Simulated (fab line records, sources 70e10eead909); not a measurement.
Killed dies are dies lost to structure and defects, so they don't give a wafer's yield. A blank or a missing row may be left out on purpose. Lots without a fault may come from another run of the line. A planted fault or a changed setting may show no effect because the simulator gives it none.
Which tool did it? | flow nand_harc | 7 lots, 20 wafers sampled, at 3 steps of a route of 1302

WHAT THE GAUGES READ, wafer by wafer
NHARC_A_ONON_D2_THK_MEAS_27: measures by ellipsometry.
lot  | measured     | on            | thk_nm (nm)
L306 | day 13 10:59 | film_metro-02 | 996 995 997
L308 | day 14 14:16 | film_metro-02 | 1002 1003 1004
L314 | day 17 17:37 | film_metro-01 | 1008 1008 1007
L316 | day 17 17:39 | film_metro-02 | 998 999 999
L321 | day 19 20:41 | film_metro-01 | 657 994
L324 | day 21 21:02 | film_metro-02 | 990 993 992
L327 | day 22 15:08 | film_metro-02 | 1000 1000 1000

WHICH TOOL RAN EACH LOT (tool, then ch and the chambers of the sampled wafers, then the start)
lot  | NHARC_A_CHANNEL_FILL_D1_CMP_10 | NHARC_A_ONON_D2_DEP_25
L306 | cmp-01 ch 0,1, day 11 12:32    | pecvd_onon-04 ch 0, day 13 10:37
L308 | cmp-03 ch 0,1, day 12 14:02    | pecvd_onon-04 ch 0, day 14 13:45
L314 | cmp-03 ch 1,2, day 15 06:45    | pecvd_onon-03 ch 0, day 17 17:07
L316 | cmp-01 ch 0,1,2, day 15 19:22  | pecvd_onon-04 ch 0, day 17 17:11
L321 | cmp-03 ch 0, day 17 23:13      | pecvd_onon-04 ch 0, day 19 20:21
L324 | cmp-03 ch 2,3, day 19 20:40    | pecvd_onon-03 ch 0, day 21 20:35
L327 | cmp-03 ch 0,2,3, day 20 09:40  | pecvd_onon-03 ch 0, day 22 14:38
- NHARC_A_CHANNEL_FILL_D1_CMP_10: polishes, target thk 150 nm.
- NHARC_A_ONON_D2_DEP_25: target thk 1000 nm.

THE ANSWER, worked out from the rows above alone
Rule: what is usual is taken from the lots themselves. Put in order of their means at a reading, lots are off if they are a third of the lots or fewer, leave a main group of 4 or more, and stand apart from it by a gap of 3 or more times the standard deviation of the main group's means; of several such gaps the widest counts. A main group whose means are all the same, to the digits that the tables above print for the reading, isn't used. A lot without any number at a reading at which 4 lots or more have one is off too. The other lots that the step has rows for count as sound.
Off: L321, at NHARC_A_ONON_D2_THK_MEAS_27 (thk_nm). The main group: mean 1000 nm, standard deviation 5.1.
A tool fits if, at a process step before that reading, it ran every lot that is off, and no sound lot after the first of them. The gauges at NHARC_A_ONON_D2_THK_MEAS_27 are tried like those tools. Can't be told from this: 2 tools fit, pecvd_onon-04 at NHARC_A_ONON_D2_DEP_25, film_metro-01 at NHARC_A_ONON_D2_THK_MEAS_27.

WHAT THE SIMULATOR HAD PUT IN
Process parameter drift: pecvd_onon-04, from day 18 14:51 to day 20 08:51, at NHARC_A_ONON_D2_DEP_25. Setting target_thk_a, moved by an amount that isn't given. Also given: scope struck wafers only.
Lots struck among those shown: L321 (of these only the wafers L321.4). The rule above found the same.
